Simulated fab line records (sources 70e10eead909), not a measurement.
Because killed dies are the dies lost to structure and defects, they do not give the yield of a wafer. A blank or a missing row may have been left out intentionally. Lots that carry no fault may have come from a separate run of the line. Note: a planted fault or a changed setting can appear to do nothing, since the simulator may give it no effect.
fab line records ; flow nand_harc
record lots=12; wafers=36; last_day=33
route steps=1302 shown P_M2@335 THIN_TSV@1275 END@1302
lots that met no fault: from a run of the same line without faults
start_h: start of the lot's first displayed wafer, in hours after the record's first day ; wait_h: time in hours since the lot's previous step ; " as in the row above ; L1.1+2: several wafers, shown together as one row ; - no value, or no start given ; * or withheld: withheld ; < > ~ a bound
route shown NAME@n: a module of which the file shows steps, and the number in the route of the first ; usual: mean and standard deviation over wafers with no fault ; same: alike in all rows ; chamber/n: place in a boat ; sites: readings site by site ; _std_site: their standard deviation ; _edge_site: mean of outer sites minus mean of inner sites ; radius_mm: for every site, how far away it sits from the centre of the wafer ; mask NAME#n: copy n ; behind: the most recent tool/chamber to have shaped the wafer ; hold: what put the lot on hold/how long, in hours/how the hold closed ; device: which transistor (n, p or np) failed to switch ; end of line: the route-end tests of the same wafers ; a step without rows: its recipe alone ; killed: dies that structure and defects cost at the first sort, which is not the same as the wafer's yield ; map: shows each die of a wafer: x if killed, . if not, _ if none is there
set.NAME: setting as actually run; set.NAME@STEP: the setting as run at that earlier step ; model.NAME: the simulator's own value behind a step, which no gauge read
steps of the route over a sample of lots; a table a step, a row a wafer
services: the hour from which a tool's chamber was out of use, counted from the record's first day as start_h (under 0 if before that day), plus the number of hours and why
## steps
# step NHARC_P_M2_STRIP_18
# recipe power_w=1000; n2_flow_sccm=150; h2_flow_sccm=150; ar_flow_sccm=0; bias_w=0; chemistry=N2/H2
# usual drypump_motor_current_A=6.0/0.31; oes_product_au=1.001/0.015; rf_vpp_V=90.8/0.97; showerhead_plenum_p_Torr=2.07/0.075; throttle_valve_pct=14.170/0.0085
lot.wafer;tool;chamber;start_h;wait_h;drypump_motor_current_A;oes_product_au;rf_hours_counter_h;rf_vpp_V;showerhead_plenum_p_Torr;throttle_valve_pct
L209.3;rie_diel-11;3;129.08;0.1;5.4;0.966;2;90.9;2.11;14.176
L209.5;rie_diel-11;2;129.08;0.1;5.9;1.006;-;90.8;2.08;14.160
L209.6;rie_diel-11;3;129.08;0.1;5.3;0.981;-;91.6;2.11;14.164
L210.1;rie_diel-06;3;141.52;0.1;6.3;1.000;0;90.5;2.11;14.163
L210.2;rie_diel-06;2;141.52;0.1;6.3;0.992;0;88.5;1.92;14.172
L210.5;rie_diel-06;2;141.52;0.1;6.2;0.990;-;90.0;1.92;14.168
L219.3;rie_diel-11;2;228.31;0.1;5.9;1.015;9;90.4;2.08;14.179
L219.2;rie_diel-11;3;228.31;0.1;5.4;0.996;8;89.2;2.10;14.168
L219.6;rie_diel-11;2;228.31;0.1;5.9;1.031;-;89.8;2.08;14.174
L221.2;rie_diel-11;2;249.69;0.1;5.8;1.019;10;91.3;2.08;14.175
L221.1;rie_diel-11;0;249.69;0.1;6.1;0.991;8;90.7;2.09;14.169
L221.6;rie_diel-11;3;249.69;0.1;5.4;0.991;-;92.4;2.10;14.162
L224.3;rie_diel-06;0;278.79;0.1;6.0;0.988;6;91.6;2.07;14.174
L224.2;rie_diel-06;2;278.79;0.1;6.2;1.000;8;89.8;1.92;14.179
L224.6;rie_diel-06;0;278.79;0.1;6.0;0.997;-;90.1;2.07;14.153
L225.3;rie_diel-01;2;293.73;0.1;5.7;1.009;6;92.8;2.17;14.181
L225.5;rie_diel-01;0;293.73;0.1;6.4;0.989;-;89.9;1.95;14.152
L225.6;rie_diel-01;1;293.73;0.1;6.0;0.983;-;90.9;2.13;14.188
L227.2;rie_diel-11;1;308.52;0.1;5.6;1.022;1;90.2;2.18;14.173
L227.3;rie_diel-11;0;308.52;0.1;6.1;1.003;1;90.3;2.09;14.173
L227.5;rie_diel-11;1;308.52;0.1;5.6;1.026;-;91.8;2.18;14.159
L228.4;rie_diel-06;1;317.69;0.1;6.2;1.009;0;90.6;2.02;14.167
L228.1;rie_diel-06;0;317.69;0.1;6.0;0.995;0;91.2;2.07;14.157
L228.5;rie_diel-06;1;317.69;0.1;6.2;1.007;-;90.6;2.02;14.169
L229.3;rie_diel-06;2;330.05;0.1;6.2;1.022;1;90.1;1.92;14.179
L229.1;rie_diel-06;0;330.05;0.1;6.0;0.997;1;89.9;2.06;14.166
L229.5;rie_diel-06;1;330.05;0.1;6.2;1.015;-;89.5;2.02;14.167
L230.4;rie_diel-01;0;344.87;0.1;6.4;0.989;10;89.1;1.94;14.167
L230.2;rie_diel-01;1;344.87;0.1;6.0;0.988;9;91.2;2.13;14.163
L230.5;rie_diel-01;3;344.87;0.1;5.9;1.005;-;89.9;2.02;14.145
L231.4;rie_diel-01;0;351.25;0.1;6.4;0.998;11;89.7;1.94;14.182
L231.1;rie_diel-01;1;351.25;0.1;6.0;1.003;10;92.2;2.13;14.176
L231.5;rie_diel-01;3;351.25;0.1;5.9;1.013;-;91.7;2.02;14.181
L232.3;rie_diel-06;1;362.51;0.1;6.2;1.014;2;91.2;2.02;14.174
L232.2;rie_diel-06;2;362.51;0.1;6.3;1.021;3;88.2;1.92;14.164
L232.6;rie_diel-06;3;362.51;0.1;6.3;1.005;-;89.0;2.10;14.170
# step NHARC_THIN_TSV_ANNEAL_52
# recipe temp_c=225; time_s=90
# usual anneal_temp_c_max=225.9/0.33; wafer_temp_C_max=226.5/0.49
# same time_s=90
lot.wafer;tool;chamber;start_h;wait_h;anneal_temp_c_max;wafer_temp_C_max
L209.3;rtp_anneal-01;0;542.25;0.6;225.4;226.7
L209.5;rtp_anneal-01;0;542.25;0.6;225.8;226.4
L209.6;rtp_anneal-01;0;542.25;0.6;225.7;226.9
L210.1;rtp_anneal-02;0;558.11;0.6;226.4;226.2
L210.2;rtp_anneal-02;0;558.11;0.6;226.3;226.3
L210.5;rtp_anneal-02;0;558.11;0.6;226.0;225.8
L219.2;rtp_anneal-01;0;648.02;0.6;226.2;226.7
L219.3;rtp_anneal-01;0;648.02;0.6;225.7;226.9
L219.6;rtp_anneal-01;0;648.02;0.6;225.7;227.2
L221.1;rtp_anneal-01;0;670.86;0.5;225.4;226.6
L221.2;rtp_anneal-01;0;670.86;0.5;225.6;227.2
L221.6;rtp_anneal-01;0;670.86;0.5;225.5;226.3
L224.2;rtp_anneal-02;0;698.99;0.6;225.8;226.1
L224.3;rtp_anneal-02;0;698.99;0.6;226.1;226.3
L224.6;rtp_anneal-02;0;698.99;0.6;225.9;226.3
L225.3;rtp_anneal-02;0;703.60;0.4;226.5;226.2
L225.5;rtp_anneal-02;0;703.60;0.4;226.0;226.2
L225.6;rtp_anneal-02;0;703.60;0.4;226.2;226.2
L228.1;rtp_anneal-02;0;727.48;0.5;226.0;226.2
L228.4;rtp_anneal-02;0;727.48;0.5;226.0;225.8
L228.5;rtp_anneal-02;0;727.48;0.5;225.8;226.1
L227.2;rtp_anneal-02;0;728.53;0.6;226.2;226.0
L227.3;rtp_anneal-02;0;728.53;0.6;226.0;226.1
L227.5;rtp_anneal-02;0;728.53;0.6;226.1;226.3
L229.1;rtp_anneal-02;0;734.01;0.7;225.8;225.8
L229.3;rtp_anneal-02;0;734.01;0.7;226.1;226.0
L229.5;rtp_anneal-02;0;734.01;0.7;226.0;225.5
L230.2;rtp_anneal-01;0;761.40;0.7;225.4;226.5
L230.4;rtp_anneal-01;0;761.40;0.7;225.4;226.8
L230.5;rtp_anneal-01;0;761.40;0.7;225.4;227.1
L231.1;rtp_anneal-01;0;762.77;0.6;225.7;226.9
L231.4;rtp_anneal-01;0;762.77;0.6;225.5;227.1
L231.5;rtp_anneal-01;0;762.77;0.6;225.7;227.1
L232.2;rtp_anneal-02;0;772.21;0.6;225.8;225.9
L232.3;rtp_anneal-02;0;772.21;0.6;225.9;225.6
L232.6;rtp_anneal-02;0;772.21;0.6;226.0;225.6
# step NHARC_THIN_TSV_CMP_21
# recipe t_overpolish_s=30; target_thk_nm=2000
# usual motor_current_A=12.2/1.1; overpolish_run_s=30.000/0.0087
lot.wafer;tool;chamber;start_h;wait_h;motor_current_A;overpolish_run_s
L209.3;cmp-01;3;542.51;-;11.4;29.998
L209.5;cmp-01;2;542.51;-;14.4;29.999
L209.6;cmp-01;3;542.51;-;12.2;30.009
L210.2;cmp-01;3;558.46;-;11.9;29.988
L210.1;cmp-01;1;558.46;-;12.5;30.002
L210.5;cmp-01;0;558.46;-;12.2;29.981
L219.3;cmp-04;2;648.37;-;11.2;30.012
L219.2;cmp-04;3;648.37;-;13.9;29.992
L219.6;cmp-04;0;648.37;-;11.5;29.999
L221.1;cmp-01;1;671.21;-;13.1;30.013
L221.2;cmp-01;3;671.21;-;12.1;29.995
L221.6;cmp-01;1;671.21;-;12.8;30.015
L224.2;cmp-01;0;699.34;-;12.8;29.993
L224.3;cmp-01;1;699.34;-;12.7;30.011
L224.6;cmp-01;2;699.34;-;13.9;29.998
L225.3;cmp-04;1;703.90;-;11.8;30.015
L225.6;cmp-04;3;703.90;-;12.7;29.995
L225.5;cmp-04;0;703.90;-;11.1;30.012
L228.1;cmp-03;3;727.83;-;10.5;30.010
L228.4;cmp-03;1;727.83;-;13.6;30.001
L228.5;cmp-03;3;727.83;-;10.5;29.999
L227.3;cmp-04;2;728.85;-;11.3;30.004
L227.2;cmp-04;0;728.85;-;11.2;29.994
L227.5;cmp-04;1;728.85;-;11.1;29.998
L229.3;cmp-01;0;734.36;-;13.0;30.000
L229.1;cmp-01;1;734.36;-;12.7;30.008
L229.5;cmp-01;0;734.36;-;12.6;29.983
L230.2;cmp-04;3;761.75;-;12.2;29.995
L230.4;cmp-04;1;761.75;-;11.0;29.994
L230.5;cmp-04;3;761.75;-;12.7;30.003
L231.1;cmp-04;0;763.11;-;11.8;29.991
L231.4;cmp-04;1;763.11;-;11.7;30.017
L231.5;cmp-04;1;763.11;-;11.6;30.002
L232.2;cmp-04;0;772.53;-;11.7;30.008
L232.3;cmp-04;2;772.53;-;11.4;30.003
L232.6;cmp-04;0;772.53;-;11.5;30.012
# step NHARC_THIN_TSV_PRE_CLEAN_54
# recipe time_s=30; temp_c=280; gas=H2/He
# usual heater_power_w=411/42; susceptor_temp_C=279.99/0.15
# same time_s=30
lot.wafer;tool;chamber;start_h;wait_h;heater_power_w;susceptor_temp_C
L209.3;pvd_sputter-01;-;543.04;0.1;388;-
L209.5;pvd_sputter-01;-;543.04;0.1;455;-
L209.6;pvd_sputter-01;-;543.04;0.1;376;-
L210.1;pvd_sputter-02;-;559.00;0.0;376;280.12
L210.2;pvd_sputter-02;-;559.00;0.0;493;280.02
L210.5;pvd_sputter-02;-;559.00;0.0;431;279.93
L219.2;pvd_sputter-01;-;648.87;0.1;394;279.77
L219.3;pvd_sputter-01;-;648.87;0.1;352;279.96
L219.6;pvd_sputter-01;-;648.87;0.1;445;279.98
L221.1;pvd_sputter-02;-;671.75;0.0;383;279.95
L221.2;pvd_sputter-02;-;671.75;0.0;482;280.21
L221.6;pvd_sputter-02;-;671.75;0.0;433;280.11
L224.3;pvd_sputter-03;-;699.82;0.1;435;280.09
L224.2;pvd_sputter-03;-;699.82;0.1;358;280.14
L224.6;pvd_sputter-03;-;699.82;0.1;347;279.83
L225.3;pvd_sputter-02;-;704.40;0.1;486;279.99
L225.5;pvd_sputter-02;-;704.40;0.1;424;279.91
L225.6;pvd_sputter-02;-;704.40;0.1;382;280.04
L228.4;pvd_sputter-03;-;728.38;0.1;353;280.08
L228.1;pvd_sputter-03;-;728.38;0.1;469;279.89
L228.5;pvd_sputter-03;-;728.38;0.1;435;279.76
L227.2;pvd_sputter-02;-;729.36;0.1;432;279.86
L227.3;pvd_sputter-02;-;729.36;0.1;419;279.65
L227.5;pvd_sputter-02;-;729.36;0.1;445;280.01
L229.1;pvd_sputter-02;-;734.89;0.0;391;280.14
L229.3;pvd_sputter-02;-;734.89;0.0;492;280.10
L229.5;pvd_sputter-02;-;734.89;0.0;388;280.03
L230.2;pvd_sputter-03;-;762.26;0.1;457;280.01
L230.4;pvd_sputter-03;-;762.26;0.1;417;279.98
L230.5;pvd_sputter-03;-;762.26;0.1;359;279.94
L231.4;pvd_sputter-03;-;763.66;0.1;440;280.06
L231.1;pvd_sputter-03;-;763.66;0.1;360;280.14
L231.5;pvd_sputter-03;-;763.66;0.1;461;279.95
L232.2;pvd_sputter-01;-;773.05;0.1;432;280.10
L232.3;pvd_sputter-01;-;773.05;0.1;377;279.90
L232.6;pvd_sputter-01;-;773.05;0.1;356;279.64
# step NHARC_END_SORT_01
# recipe temp_c=25
# usual defect_limited_yield=91.7/2.5; killed_at_array=52/18; killed_at_other=1.0/1.4; killed_at_periphery=3.1/2.3; killed_dies=56/17; killed_open=3.0/1.7; killed_short=2.5/1.7; sort_bin_2_pct=3.0/1.1; sort_bin_3_pct=0.6/0.36; sort_bin_4_pct=4.8/1.4; sort_n_pass=621/17; sort_rim_yield_pct=91/4.6; sort_yield_pct=91.7/2.5
# same gross_dies=677; sort_bin_5_pct[%]=0; sort_bin_6_pct[%]=0; sort_bin_7_pct[%]=0; sort_bin_8_pct[%]=0; sort_rim_n_gross=106.00
lot.wafer;tool;chamber;start_h;wait_h;defect_limited_yield[%];killed_at_array;killed_at_other;killed_at_periphery;killed_dies;killed_open;killed_short;sort_bin_2_pct[%];sort_bin_3_pct[%];sort_bin_4_pct[%];sort_n_pass;sort_rim_yield_pct[%];sort_yield_pct[%]
L209.3;prober-02;0;554.85;3.1;91.3;56;1;2;59;3;5;3.0;0.6;5.2;618;94;91.3
L209.5;prober-02;0;556.42;3.7;93.4;41;0;4;45;4;3;1.5;0.4;4.7;632;100;93.4
L209.6;prober-02;0;557.21;3.9;93.6;41;1;1;43;4;4;1.8;0.1;4.4;634;84;93.6
L221.1;prober-02;0;684.76;2.5;93.5;39;2;3;44;2;3;1.5;0.7;4.3;633;93;93.5
L221.2;prober-02;0;685.56;2.8;80.9;42;1;86;129;5;7;6.9;2.7;9.5;548;89;80.9
L221.6;prober-02;0;688.75;4.0;94.2;37;1;1;39;3;2;1.8;0.4;3.5;638;95;94.2
# killed by level:class
L209.3 A_CHANNEL_HOLE_D2:chamber_film_flake=36 A_CONTACT:chamber_film_flake=8 A_CHANNEL_HOLE_D1:chamber_film_flake=3 P_M0:geometric_particle:open=2 A_DECK1_JOINT:geometric_particle:short=1 A_CHANNEL_HOLE_D2:geometric_particle:open=1 A_CHANNEL_HOLE_D2:geometric_particle:short=1 A_CHANNEL_FILL_D2:geometric_particle:short=1
L209.5 A_CHANNEL_HOLE_D2:chamber_film_flake=30 P_GATE:chamber_film_flake=2 A_SGD_CUT:chamber_film_flake=2 P_CONTACT:geometric_particle:open=1 P_M0:geometric_particle:open=1 A_CHANNEL_FILL_D1:geometric_particle:short=1 A_DECK1_JOINT:geometric_particle:short=1 A_WL_FILL:geometric_particle:open=1
L209.6 A_CHANNEL_HOLE_D2:chamber_film_flake=22 A_CHANNEL_HOLE_D1:chamber_film_flake=4 A_CONTACT:chamber_film_flake=4 A_ZERO_WELL:chamber_film_flake=2 P_CONTACT:geometric_particle:open=1 A_ONON_D1:geometric_particle:short=1 A_CHANNEL_FILL_D1:geometric_particle:short=1 A_DECK1_JOINT:geometric_particle:short=1
L221.1 A_CHANNEL_HOLE_D2:chamber_film_flake=17 A_CONTACT:chamber_film_flake=5 A_CHANNEL_HOLE_D1:chamber_film_flake=4 A_SLIT:chamber_film_flake=3 A_CHANNEL_FILL_D2:chamber_film_flake=2 A_STAIRCASE:chamber_film_flake=2 A_WL_FILL:chamber_film_flake=2 THIN_TSV:chamber_film_flake=2
L221.2 P_M2:unspecified=84 A_CHANNEL_HOLE_D2:chamber_film_flake=10 A_WL_FILL:chamber_film_flake=7 A_CONTACT:chamber_film_flake=5 A_CHANNEL_FILL_D1:geometric_particle:short=3 A_CHANNEL_HOLE_D1:chamber_film_flake=3 A_SLIT:chamber_film_flake=3 A_CHANNEL_FILL_D1:geometric_particle:open=2
L221.6 A_CHANNEL_HOLE_D2:chamber_film_flake=13 A_WL_FILL:chamber_film_flake=7 A_CONTACT:chamber_film_flake=4 A_ZERO_WELL:chamber_film_flake=2 A_CHANNEL_HOLE_D1:chamber_film_flake=2 A_STAIRCASE:chamber_film_flake=2 A_SLIT:chamber_film_flake=2 A_ONON_D1:geometric_particle:open=1
## services
tool;chamber;start_h;hours;kind
rtp_anneal-02;-;109.91;1.6;repair
cmp-04;-;111.00;4.0;pm
cmp-01;-;122.60;25.9;repair
rie_diel-06;-;130.22;9.0;pm
cmp-04;-;130.65;0.6;repair
rie_diel-06;0;140.06;21.7;repair
rie_diel-06;0;165.36;2.0;repair
cmp-01;-;185.59;4.0;pm
cmp-04;-;209.00;4.0;pm
cmp-01;-;263.99;4.4;repair
cmp-04;-;277.85;1.9;repair
rie_diel-06;-;279.08;1.6;repair
pvd_sputter-02;-;282.00;10.0;pm
cmp-01;-;283.59;4.0;pm
cmp-04;-;307.00;4.0;pm
rie_diel-06;-;307.22;9.0;pm
cmp-04;-;405.00;4.0;pm
cmp-04;-;469.23;2.2;repair
cmp-04;-;503.00;4.0;pm
cmp-04;-;601.00;4.0;pm
cmp-04;-;676.52;0.7;repair
cmp-04;-;699.04;4.0;pm
cmp-04;-;722.22;4.6;repair
rtp_anneal-02;-;744.00;12.0;pm
## key
first_sign step=NHARC_END_SORT_01; reading=killed_at_periphery; direction=up; sigmas=35; usual=3.1; struck=86
effect step=NHARC_END_SORT_01; reading=killed_dies; direction=up; sigmas=4.3; usual=56; struck=129
more_kills_born_at NHARC_P_M2_STRIP_18@rie_diel-11=84
met_at NHARC_P_M2_STRIP_18
struck_lots L221
struck_wafers L221.2
not_acting_at NHARC_THIN_TSV_ANNEAL_52,NHARC_THIN_TSV_CMP_21,NHARC_THIN_TSV_PRE_CLEAN_54
onset_between 228.31 249.69
fault kind=chamber_particle_source; tool=rie_diel-11; chamber=2; onset_h=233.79; steps=NHARC_P_M2_STRIP_18; rate_per_visit_cm2=0.70636; end_h=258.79
